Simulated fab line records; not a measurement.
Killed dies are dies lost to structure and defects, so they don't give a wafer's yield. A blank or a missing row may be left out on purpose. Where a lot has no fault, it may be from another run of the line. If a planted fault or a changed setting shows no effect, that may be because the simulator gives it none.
Split-lot trial || flow n5-finfet || 7 lots, 21 wafers read, on a route of 1938 steps

== SPLIT DETAILS ==
At N5_BEOL_M5_COAT_66 (time 60 s, resist thk 12 nm), the setting spin-rpm was moved away from the recipe's 1500 rpm on 6 of the 21 wafers read, by -9.7% to +11.1%. For the rest of the wafers, this setting stayed at what the recipe calls for.

== FROM THE SPLIT TO THE READING: what the file shows between them, 5 steps ==
- N5_BEOL_M5_COAT_74: time 60 s, resist thk 5 nm
- N5_BEOL_M5_COAT_22: resist thk 30 nm
- N5_BEOL_M5_DESCUM_33: chemistry O2, time 7 s
- N5_BEOL_M5_ETCH_75: etches underlayer in N2/H2, target depth 6.5 nm, time 5.2 s
- N5_BEOL_M5_ETCH_67: etches SiARC in CF4, target depth 15.6 nm, time 26 s

== THE READING ==
SiARC_of_BEOL_M5_COAT_66.thk-nm (the simulator's own value, which no gauge read), in nm, at N5_BEOL_M5_ETCH_68 (etches SOC in N2/H2, target depth 80 nm, overetch 16 nm, time 120 s). No usual value for it is given in the file. The 15 wafers here that ran the recipe average 6.3 nm, standard deviation 0.16 nm.

{"wafer": "L075.2", "tool, chamber at the split": "litho-track-05, 0", "spin-rpm as run, rpm": 1500, "against the recipe": "recipe", "SiARC_of_BEOL_M5_COAT_66.thk-nm, nm": 6.4, "against lot-mates on the recipe": "-"}
{"wafer": "L075.3", "tool, chamber at the split": "litho-track-05, 0", "spin-rpm as run, rpm": 1500, "against the recipe": "recipe", "SiARC_of_BEOL_M5_COAT_66.thk-nm, nm": 6.2, "against lot-mates on the recipe": "-"}
{"wafer": "L075.6", "tool, chamber at the split": "litho-track-05, 0", "spin-rpm as run, rpm": 1621, "against the recipe": "+8.1%", "SiARC_of_BEOL_M5_COAT_66.thk-nm, nm": 5.8, "against lot-mates on the recipe": -0.5}
{"wafer": "L079.2", "tool, chamber at the split": "litho-track-05, 0", "spin-rpm as run, rpm": 1500, "against the recipe": "recipe", "SiARC_of_BEOL_M5_COAT_66.thk-nm, nm": 6.4, "against lot-mates on the recipe": "-"}
{"wafer": "L079.6", "tool, chamber at the split": "litho-track-05, 0", "spin-rpm as run, rpm": 1500, "against the recipe": "recipe", "SiARC_of_BEOL_M5_COAT_66.thk-nm, nm": 6.4, "against lot-mates on the recipe": "-"}
{"wafer": "L079.5", "tool, chamber at the split": "litho-track-05, 0", "spin-rpm as run, rpm": 1608, "against the recipe": "+7.2%", "SiARC_of_BEOL_M5_COAT_66.thk-nm, nm": 6, "against lot-mates on the recipe": -0.4}
{"wafer": "L078.2", "tool, chamber at the split": "litho-track-05, 0", "spin-rpm as run, rpm": 1354, "against the recipe": "-9.7%", "SiARC_of_BEOL_M5_COAT_66.thk-nm, nm": 7.4, "against lot-mates on the recipe": "+1.2"}
{"wafer": "L078.3", "tool, chamber at the split": "litho-track-05, 0", "spin-rpm as run, rpm": 1500, "against the recipe": "recipe", "SiARC_of_BEOL_M5_COAT_66.thk-nm, nm": 6.2, "against lot-mates on the recipe": "-"}
{"wafer": "L078.6", "tool, chamber at the split": "litho-track-05, 0", "spin-rpm as run, rpm": 1500, "against the recipe": "recipe", "SiARC_of_BEOL_M5_COAT_66.thk-nm, nm": 6.2, "against lot-mates on the recipe": "-"}
{"wafer": "L083.1", "tool, chamber at the split": "litho-track-04, 0", "spin-rpm as run, rpm": 1500, "against the recipe": "recipe", "SiARC_of_BEOL_M5_COAT_66.thk-nm, nm": 6.4, "against lot-mates on the recipe": "-"}
{"wafer": "L083.4", "tool, chamber at the split": "litho-track-04, 0", "spin-rpm as run, rpm": 1500, "against the recipe": "recipe", "SiARC_of_BEOL_M5_COAT_66.thk-nm, nm": 6.4, "against lot-mates on the recipe": "-"}
{"wafer": "L083.6", "tool, chamber at the split": "litho-track-04, 0", "spin-rpm as run, rpm": 1500, "against the recipe": "recipe", "SiARC_of_BEOL_M5_COAT_66.thk-nm, nm": 6.2, "against lot-mates on the recipe": "-"}
{"wafer": "L082.1", "tool, chamber at the split": "litho-track-05, 0", "spin-rpm as run, rpm": 1500, "against the recipe": "recipe", "SiARC_of_BEOL_M5_COAT_66.thk-nm, nm": 6.4, "against lot-mates on the recipe": "-"}
{"wafer": "L082.5", "tool, chamber at the split": "litho-track-05, 0", "spin-rpm as run, rpm": 1500, "against the recipe": "recipe", "SiARC_of_BEOL_M5_COAT_66.thk-nm, nm": 6.4, "against lot-mates on the recipe": "-"}
{"wafer": "L082.6", "tool, chamber at the split": "litho-track-05, 0", "spin-rpm as run, rpm": 1500, "against the recipe": "recipe", "SiARC_of_BEOL_M5_COAT_66.thk-nm, nm": 6.2, "against lot-mates on the recipe": "-"}
{"wafer": "L087.1", "tool, chamber at the split": "litho-track-05, 0", "spin-rpm as run, rpm": 1379, "against the recipe": "-8.1%", "SiARC_of_BEOL_M5_COAT_66.thk-nm, nm": 7.2, "against lot-mates on the recipe": "+1.0"}
{"wafer": "L087.4", "tool, chamber at the split": "litho-track-05, 0", "spin-rpm as run, rpm": 1379, "against the recipe": "-8.1%", "SiARC_of_BEOL_M5_COAT_66.thk-nm, nm": 6.8, "against lot-mates on the recipe": "+0.6"}
{"wafer": "L087.5", "tool, chamber at the split": "litho-track-05, 0", "spin-rpm as run, rpm": 1500, "against the recipe": "recipe", "SiARC_of_BEOL_M5_COAT_66.thk-nm, nm": 6.2, "against lot-mates on the recipe": "-"}
{"wafer": "L088.2", "tool, chamber at the split": "litho-track-05, 0", "spin-rpm as run, rpm": 1666, "against the recipe": "+11.1%", "SiARC_of_BEOL_M5_COAT_66.thk-nm, nm": 5.4, "against lot-mates on the recipe": -1.1}
{"wafer": "L088.5", "tool, chamber at the split": "litho-track-05, 0", "spin-rpm as run, rpm": 1500, "against the recipe": "recipe", "SiARC_of_BEOL_M5_COAT_66.thk-nm, nm": 6.2, "against lot-mates on the recipe": "-"}
{"wafer": "L088.6", "tool, chamber at the split": "litho-track-05, 0", "spin-rpm as run, rpm": 1500, "against the recipe": "recipe", "SiARC_of_BEOL_M5_COAT_66.thk-nm, nm": 6.8, "against lot-mates on the recipe": "-"}

FIT RESULTS
A straight line over all 21 wafers: SiARC_of_BEOL_M5_COAT_66.thk-nm changes by -0.0822 nm for each +1% of spin-rpm; r = -0.92; the points scatter about the line by 0.18 nm.
The same after taking each lot's own level away (the mean of its wafers on the recipe; 21 wafers): -0.0941 nm for each +1%; r = -0.94; scatter 0.17 nm.
On that fit, the largest move of spin-rpm shifts the reading by 1 nm.
The lots' own levels span 6.20 to 6.50 nm, that is 1.9 times the standard deviation above.
Hence the slope depends on the lot-to-lot level, as the two fits are not the same.
Check: for one of the wafers moved furthest among these (+11.1%), held out of the fit, the line's prediction against its lot-mates is -0.957 nm. Against them it came out at -1.1 nm.

== THE OTHER SPLITS THESE WAFERS WENT THROUGH ==
These wafers also went through other splits before the reading. Each is held against what the fit with the lots' levels taken away leaves over:
{"other split on the same wafers": "N5_MOL_CONTACT_COAG_CVD_140 target-thk-a", "wafers away from the commonest value": 8, "r with SiARC_of_BEOL_M5_COAT_66.thk-nm (lot level and that fit taken away)": "+0.12"}
{"other split on the same wafers": "N5_BEOL_M0_SAQP_ILD_DEP_01 time-s", "wafers away from the commonest value": 8, "r with SiARC_of_BEOL_M5_COAT_66.thk-nm (lot level and that fit taken away)": -0.03}
{"other split on the same wafers": "N5_BEOL_M0_SAQP_COAT_08 spin-rpm", "wafers away from the commonest value": 13, "r with SiARC_of_BEOL_M5_COAT_66.thk-nm (lot level and that fit taken away)": "+0.06"}
{"other split on the same wafers": "N5_BEOL_M1_COAT_05 spin-rpm", "wafers away from the commonest value": 5, "r with SiARC_of_BEOL_M5_COAT_66.thk-nm (lot level and that fit taken away)": "+0.08"}
{"other split on the same wafers": "N5_BEOL_M1_ETCH_74 bias-w", "wafers away from the commonest value": 7, "r with SiARC_of_BEOL_M5_COAT_66.thk-nm (lot level and that fit taken away)": "+0.24"}
{"other split on the same wafers": "N5_BEOL_M3_COAT_05 spin-rpm", "wafers away from the commonest value": 8, "r with SiARC_of_BEOL_M5_COAT_66.thk-nm (lot level and that fit taken away)": "+0.03"}
{"other split on the same wafers": "N5_BEOL_M5_ETCH_62 source-w", "wafers away from the commonest value": 6, "r with SiARC_of_BEOL_M5_COAT_66.thk-nm (lot level and that fit taken away)": "+0.18"}

== THE WHOLE CHAIN: every reading that the file lists as answering this split, in the file's order ==
{"step": "N5_BEOL_M5_COAT_66", "what it does": "time 60 s, resist thk 12 nm", "reading": "SiARC_of_BEOL_M5_COAT_66.thk-nm (the simulator's own value, which no gauge read)", "change (the file's fit)": "-0.0587 nm for each +1% of the setting", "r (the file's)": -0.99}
{"step": "N5_BEOL_M5_ETCH_67", "what it does": "etches SiARC in CF4, target depth 15.6 nm, time 26 s", "reading": "CAR-EUV_of_BEOL_M5_COAT_22.thk-nm (the simulator's own value, which no gauge read)", "change (the file's fit)": "+0.04 nm for each +1% of the setting", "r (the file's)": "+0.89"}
{"step": "N5_BEOL_M5_ETCH_67", "what it does": "etches SiARC in CF4, target depth 15.6 nm, time 26 s", "reading": "etch.depth-nm (the simulator's own value, which no gauge read)", "change (the file's fit)": "-0.0633 nm for each +1% of the setting", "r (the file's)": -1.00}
{"step": "N5_BEOL_M5_ETCH_68", "what it does": "etches SOC in N2/H2, target depth 80 nm, overetch 16 nm, time 120 s", "reading": "SiARC_of_BEOL_M5_COAT_66.thk-nm (the simulator's own value, which no gauge read)", "change (the file's fit)": "-0.0932 nm for each +1% of the setting", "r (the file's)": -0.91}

== THE FILE'S OWN FIT ==
SiARC_of_BEOL_M5_COAT_66.thk-nm changes by -0.0932 nm for each +1% of spin-rpm, r = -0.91.
